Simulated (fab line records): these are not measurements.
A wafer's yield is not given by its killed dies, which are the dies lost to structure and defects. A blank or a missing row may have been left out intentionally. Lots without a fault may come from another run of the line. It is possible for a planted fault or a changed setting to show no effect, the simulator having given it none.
Which of the tools did it? ; flow nandHarc ; 33 wafers from 11 lots sampled at 4 of the route's 1302 steps

## WHAT EACH GAUGE READ, for each wafer
NHARC_P_GATE_CD_MEAS_46: the cd target is 720 nm.
lot;measured;on;cdNm (nm)
L843;day 6 14:05;cdSem-03;- - -
L845;day 7 12:04;cdSem-02;720.3 719.8 719.7
L852;day 10 07:41;cdSem-01;720.6 718.0 722.2
L853;day 10 20:14;cdSem-02;721.5 719.7 720.6
L854;day 11 21:19;cdSem-03;720.0 721.1 721.5
L856;day 12 07:55;cdSem-01;721.1 718.6 720.7
L857;day 12 10:56;cdSem-01;718.2 720.4 717.8
L858;day 13 01:47;cdSem-02;717.1 719.0 719.6
L860;day 13 18:04;cdSem-01;719.6 716.6 719.2
L861;day 14 10:50;cdSem-03;718.2 719.1 721.9
L863;day 14 22:31;cdSem-02;720.1 721.0 718.3

## EACH LOT AND THE TOOL THAT RAN IT (in order: tool; ch and the chambers of the sampled wafers; start)
lot;NHARC_P_STI_CMP_21;NHARC_P_GATE_ETCH_114;NHARC_P_GATE_EXPOSE_43
L843;cmp-02 ch 2,3, day 4 20:16;rieDiel-09 ch 0,1,3, day 6 13:56 or earlier;krfScanner-01 ch 0, day 6 13:56
L845;cmp-02 ch 0,1,3, day 5 15:18;rieDiel-13 ch 1,2,3, day 7 11:54 or earlier;krfScanner-01 ch 0, day 7 11:54
L852;cmp-04 ch 1,2,3, day 8 13:38;rieDiel-09 ch 1,2, day 10 07:32 or earlier;krfScanner-01 ch 0, day 10 07:32
L853;cmp-02 ch 0,3, day 9 00:52;rieDiel-13 ch 2,3, day 10 20:05 or earlier;krfScanner-04 ch 0, day 10 20:05
L854;cmp-03 ch 0,2, day 9 18:08;rieDiel-13 ch 2,3, day 11 21:09 or earlier;krfScanner-03 ch 0, day 11 21:09
L856;cmp-04 ch 1,2, day 10 07:38;rieDiel-02 ch 0,1,2, day 12 07:45 or earlier;krfScanner-03 ch 0, day 12 07:45
L857;cmp-02 ch 0,1,2, day 10 14:56;rieDiel-13 ch 0,1,3, day 12 10:46 or earlier;krfScanner-01 ch 0, day 12 10:46
L858;cmp-03 ch 0,1,3, day 11 06:11;rieDiel-02 ch 0,2,3, day 13 01:37 or earlier;krfScanner-03 ch 0, day 13 01:37
L860;cmp-04 ch 0,1, day 11 18:55;rieDiel-02 ch 0,1,3, day 13 17:55 or earlier;krfScanner-01 ch 0, day 13 17:55
L861;cmp-04 ch 0,1, day 12 13:42;rieDiel-09 ch 0,3, day 14 10:41 or earlier;krfScanner-04 ch 0, day 14 10:41
L863;cmp-02 ch 0,1,2, day 13 03:08;rieDiel-02 ch 1,3, day 14 22:22 or earlier;krfScanner-03 ch 0, day 14 22:22
- NHARC_P_STI_CMP_21: polishes, t overpolish 20 s, target thk 380.67 nm.
- NHARC_P_GATE_ETCH_114: etches the open film in CF4/O2, target depth 30 nm, overetch 3 nm, time 16.5 s.
- NHARC_P_GATE_EXPOSE_43: exposes mask P NSD, target cd 720 nm.

## THE ANSWER, worked out from the rows above alone
Rule: the lots themselves supply what counts as usual. Put in order of their means at a reading, lots are off if they are a third of the lots or fewer, leave a main group of 4 or more, and stand apart from it by a gap of 3 or more times the standard deviation of the main group's means; of several such gaps the widest counts. If all means in a main group match to the digits the tables above print for the reading, that group is not used. Also off: a lot with no number at a reading for which 4 or more lots have one. Any other lot the step has rows for is counted as sound.
Off: L843 (NHARC_P_GATE_CD_MEAS_46, cdNm). Without a number there: L843. Main group: mean 719.7 nm, sd 0.8.
A tool fits if, at a process step before that reading, it ran every lot that is off, and no sound lot after the first of them. The gauges at NHARC_P_GATE_CD_MEAS_46 are tried like those tools. Because NHARC_P_GATE_ETCH_114 lacks a start for some lots, the hours and order of its lots are taken from NHARC_P_GATE_EXPOSE_43. No candidate that was tried fits.

## WHAT HAD BEEN PUT IN BY THE SIMULATOR
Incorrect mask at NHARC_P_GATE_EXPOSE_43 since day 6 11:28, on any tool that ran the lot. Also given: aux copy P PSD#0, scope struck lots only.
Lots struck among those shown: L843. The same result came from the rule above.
